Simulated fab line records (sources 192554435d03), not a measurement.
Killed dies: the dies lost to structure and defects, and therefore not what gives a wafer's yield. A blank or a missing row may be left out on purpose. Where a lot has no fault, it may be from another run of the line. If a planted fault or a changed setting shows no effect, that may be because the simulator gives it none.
Chamber matching || flow n5Finfet || 4 sister chambers for N5_SDB_ETCH_18 on rieDiel-01
The step etches SOC in N2/H2, target depth 100 nm, overetch 20 nm, time 150 s. 4 wafers are shown with their chamber, then 7 later ones without.

WAFERS PAIRED WITH THEIR CHAMBERS
{"wafer": "L085.1", "chamber": 2, "showerheadPlenumPTorr (Torr)": 2.61}
{"wafer": "L085.5", "chamber": 1, "showerheadPlenumPTorr (Torr)": 2.56}
{"wafer": "L086.1", "chamber": 0, "showerheadPlenumPTorr (Torr)": 2.57}
{"wafer": "L086.4", "chamber": 3, "showerheadPlenumPTorr (Torr)": 2.62}

WAFERS WITHOUT THEIR CHAMBER
{"wafer": "L086.6", "showerheadPlenumPTorr (Torr)": 2.56}
{"wafer": "L092.1", "showerheadPlenumPTorr (Torr)": 2.56}
{"wafer": "L092.4", "showerheadPlenumPTorr (Torr)": 2.60}
{"wafer": "L092.5", "showerheadPlenumPTorr (Torr)": 2.56}
{"wafer": "L094.2", "showerheadPlenumPTorr (Torr)": 2.56}
{"wafer": "L094.3", "showerheadPlenumPTorr (Torr)": 2.61}
{"wafer": "L094.6", "showerheadPlenumPTorr (Torr)": 2.60}

WHICH CHAMBER EACH ONE RAN IN
{"wafer": "L086.6", "from the rows above": "can't be placed: 1 or 0", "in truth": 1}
{"wafer": "L092.1", "from the rows above": "can't be placed: 1 or 0", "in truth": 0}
{"wafer": "L092.4", "from the rows above": "can't be placed: 2 or 3", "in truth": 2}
{"wafer": "L092.5", "from the rows above": "can't be placed: 1 or 0", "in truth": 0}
{"wafer": "L094.2", "from the rows above": "can't be placed: 1 or 0", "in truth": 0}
{"wafer": "L094.3", "from the rows above": "can't be placed: 2 or 3", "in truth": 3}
{"wafer": "L094.6", "from the rows above": "can't be placed: 2 or 3", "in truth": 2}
Correctly placed: 0 of 7. Unplaceable from these rows: 7, with the true chamber sitting among the candidates in 7. 0 placed wrongly.
How it was worked out, from the rows above alone: a wafer's distance from a chamber is the root of the sum, over the readings, of the square of ((its reading less the chamber's mean) divided by the reading's scatter). If the next closest chamber is less than 2 further off than the closest, the wafer can't be placed; otherwise it belongs to the closest. The mean given for a chamber averages the wafers shown for that chamber. The scatter: with one shown wafer a chamber, the root of the mean of the squares of how far each hidden wafer lies from its nearest shown one.
